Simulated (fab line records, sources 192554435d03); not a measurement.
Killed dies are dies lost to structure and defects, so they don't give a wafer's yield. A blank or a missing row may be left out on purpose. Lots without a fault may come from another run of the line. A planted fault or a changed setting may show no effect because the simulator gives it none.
Split-lot experiment | flow n5_finfet | 7 lots, 21 wafers read, on a route of 1938 steps

THE SPLIT
At N5_BEOL_M4_ETCH_70 (etches SOC in N2/H2, target depth 80 nm, overetch 24 nm, time 130 s), the setting bias_w was moved away from the recipe's 150 W on 8 of the 21 wafers read, by -17.5% to -6.1%. The other wafers ran this setting at the recipe's value.

The reading is taken at the split's own step.

THE READING
rf_vpp_V, in V, at N5_BEOL_M4_ETCH_70 (etches SOC in N2/H2, target depth 80 nm, overetch 24 nm, time 130 s). Fault-free wafers of this fab line usually give 524.4 V, standard deviation 2.9 V.

wafer  | tool, chamber at the split | bias_w as run, W | against the recipe | rf_vpp_V, V | against lot-mates on the recipe
L075.2 | rie_diel-01, 1             | 136.9            | -8.7%              | 497.1       | -24.5
L075.5 | rie_diel-01, 3             | 150              | recipe             | 524.3       | -
L075.6 | rie_diel-01, 2             | 150              | recipe             | 519.0       | -
L078.1 | rie_diel-01, 0             | 150              | recipe             | 523.9       | -
L078.3 | rie_diel-01, 1             | 140.9            | -6.1%              | 506.5       | -17.4
L078.6 | rie_diel-01, 2             | 140.9            | -6.1%              | 499.2       | -24.7
L076.2 | rie_diel-04, 1             | 150              | recipe             | 521.8       | -
L076.5 | rie_diel-04, 1             | 150              | recipe             | 521.0       | -
L076.6 | rie_diel-04, 2             | 150              | recipe             | 524.3       | -
L081.1 | rie_diel-01, 3             | 127.2            | -15.2%             | 473.9       | -47.9
L081.4 | rie_diel-01, 0             | 150              | recipe             | 521.8       | -
L081.6 | rie_diel-01, 0             | 127.2            | -15.2%             | 470.0       | -51.8
L085.1 | rie_diel-04, 3             | 150              | recipe             | 527.9       | -
L085.3 | rie_diel-04, 2             | 150              | recipe             | 523.4       | -
L085.6 | rie_diel-04, 1             | 139.3            | -7.1%              | 498.9       | -26.8
L096.1 | rie_diel-01, 3             | 150              | recipe             | 522.7       | -
L096.3 | rie_diel-01, 0             | 123.7            | -17.5%             | 461.5       | -61.2
L096.4 | rie_diel-01, 2             | 123.7            | -17.5%             | 467.2       | -55.5
L097.2 | rie_diel-01, 2             | 150              | recipe             | 528.6       | -
L097.3 | rie_diel-01, 1             | 150              | recipe             | 525.2       | -
L097.6 | rie_diel-01, 3             | 150              | recipe             | 525.2       | -

THE FIT
A straight line over all 21 wafers: rf_vpp_V changes by +3.39 V for each +1% of bias_w; r = +0.99; the points scatter about the line by 2.8 V.
The same after taking each lot's own level away (the mean of its wafers on the recipe; 21 wafers): +3.3 V for each +1%; r = +0.99; scatter 2.5 V.
On that fit, the largest move of bias_w shifts the reading by 58 V.
The lots' own levels span 521.65 to 526.33 V, that is 1.6 times the standard deviation above.
So the lot-to-lot level changes the slope little: the two slopes agree.
Check: with one of the wafers moved furthest among these (-17.5%) left out of the fit, the line predicts -56.9 V for it against its lot-mates. It came out at -61.2 V against them.
Tool readings at the split's step, against how far the setting was moved: rf_vpp_V r = +0.99.

OTHER SPLITS ON THESE WAFERS
These wafers also went through other splits before the reading. Each is held against what the fit with the lots' levels taken away leaves over:
other split on the same wafers | wafers away from the commonest value | r with rf_vpp_V (lot level and that fit taken away)
N5_BEOL_M3_EXPOSE_08 dose_mj   | 9                                    | +0.53
N5_BEOL_M4_ILD_DEP_00 time_s   | 9                                    | +0.04
N5_BEOL_M4_COAT_62 spin_rpm    | 9                                    | +0.45

THE WHOLE CHAIN: every reading that the file lists as answering this split, in the file's order
step               | what it does                                                        | reading                                                                          | change (the file's fit)                | r (the file's)
N5_BEOL_M4_ETCH_70 | etches SOC in N2/H2, target depth 80 nm, overetch 24 nm, time 130 s | rf_vpp_V                                                                         | +3.29 V for each +1% of the setting    | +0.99
N5_BEOL_M4_ETCH_70 | etches SOC in N2/H2, target depth 80 nm, overetch 24 nm, time 130 s | SiARC_of_BEOL_M4_COAT_68.thk_nm (the simulator's own value, which no gauge read) | -0.0755 nm for each +1% of the setting | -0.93

THE FILE'S OWN FIT
rf_vpp_V changes by +3.29 V for each +1% of bias_w, r = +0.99.
